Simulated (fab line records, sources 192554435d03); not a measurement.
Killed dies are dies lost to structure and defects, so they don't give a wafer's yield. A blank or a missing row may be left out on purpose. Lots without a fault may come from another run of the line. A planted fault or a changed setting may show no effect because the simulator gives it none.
Split-lot experiment | flow n5_finfet | 7 lots, 21 wafers read, on a route of 1938 steps

THE SPLIT
At N5_MIM_TOP_ALD_01 (deposits HfO2, target thk 5.6 nm, pulse time 1 s, purge time 3 s), the setting ald_cycles was moved away from the recipe's 62 on 8 of the 21 wafers read, by -16.1% to +9.7%. The other wafers ran this setting at the recipe's value.

The reading is taken at the split's own step.

THE READING
HfO2_of_MIM_TOP_ALD_01.thk_nm (the simulator's own value, which no gauge read), in nm, at N5_MIM_TOP_ALD_01 (deposits HfO2, target thk 5.6 nm, pulse time 1 s, purge time 3 s). The file gives no usual value for it.

wafer  | tool, chamber at the split | ald_cycles as run | against the recipe | HfO2_of_MIM_TOP_ALD_01.thk_nm, nm | against lot-mates on the recipe
L077.2 | ald_hk-03, 2,1,1           | 52                | -16.1%             | 4.8                               | no lot-mate on the recipe
L077.4 | ald_hk-03, 2,1,1           | 52                | -16.1%             | 4.8                               | no lot-mate on the recipe
L077.6 | ald_hk-03, 2,1,1           | 52                | -16.1%             | 4.8                               | no lot-mate on the recipe
L079.4 | ald_hk-01, 1               | 68                | +9.7%              | 6.2                               | +0.6
L079.6 | ald_hk-01, 1               | 68                | +9.7%              | 6.2                               | +0.6
L079.5 | ald_hk-01, 0               | 62                | recipe             | 5.6                               | -
L074.3 | ald_hk-02, 3,0,3           | 62                | recipe             | 5.6                               | -
L074.4 | ald_hk-02, 3,0,3           | 62                | recipe             | 5.6                               | -
L074.6 | ald_hk-02, 3,0,3           | 62                | recipe             | 5.6                               | -
L082.1 | ald_hk-01, 2               | 62                | recipe             | 5.6                               | -
L082.5 | ald_hk-01, 3,0             | 53                | -14.5%             | 4.8                               | -0.8
L082.6 | ald_hk-01, 3,0             | 53                | -14.5%             | 4.8                               | -0.8
L085.3 | ald_hk-02, 2               | 54                | -12.9%             | 4.8                               | -0.8
L085.4 | ald_hk-02, 3               | 62                | recipe             | 5.6                               | -
L085.6 | ald_hk-02, 3               | 62                | recipe             | 5.6                               | -
L087.4 | ald_hk-02, 0,0,3           | 62                | recipe             | 5.6                               | -
L087.5 | ald_hk-02, 0,0,3           | 62                | recipe             | 5.6                               | -
L087.6 | ald_hk-02, 0,0,3           | 62                | recipe             | 5.6                               | -
L092.1 | ald_hk-01, 1,3,3           | 62                | recipe             | 5.6                               | -
L092.4 | ald_hk-01, 1,3,3           | 62                | recipe             | 5.6                               | -
L092.5 | ald_hk-01, 1,3,3           | 62                | recipe             | 5.6                               | -
Where a row lists several chambers, the file gives one row for several wafers and doesn't say which wafer went through which chamber.

THE FIT
A straight line over all 21 wafers: HfO2_of_MIM_TOP_ALD_01.thk_nm changes by +0.0545 nm for each +1% of ald_cycles; r = +1.00; the points scatter about the line by 0.043 nm.
The same after taking each lot's own level away (the mean of its wafers on the recipe; 18 wafers): +0.0584 nm for each +1%; r = +1.00; scatter 0.023 nm.
On that fit, the largest move of ald_cycles shifts the reading by 0.94 nm.
The lots' own levels span 5.60 to 5.60 nm.
So the lot-to-lot level changes the slope little: the two slopes agree.
Check: with one of the wafers moved furthest among these (-14.5%) left out of the fit, the line predicts -0.859 nm for it against its lot-mates. It came out at -0.8 nm against them.

OTHER SPLITS ON THESE WAFERS
These wafers also went through other splits before the reading. Each is held against what the fit with the lots' levels taken away leaves over:
other split on the same wafers | wafers away from the commonest value | r with HfO2_of_MIM_TOP_ALD_01.thk_nm (lot level and that fit taken away)
N5_BEOL_M13_EXPOSE_07 dose_mj  | 8                                    | +0.11
N5_BEOL_M14_ILD_DEP_00 time_s  | 10                                   | +0.37
N5_BEOL_M14_COAT_58 spin_rpm   | 9                                    | -0.31
N5_BEOL_M14_DEP_53 time_s      | 6                                    | +0.14

THE FILE'S OWN FIT
HfO2_of_MIM_TOP_ALD_01.thk_nm changes by +0.0589 nm for each +1% of ald_cycles, r = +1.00.
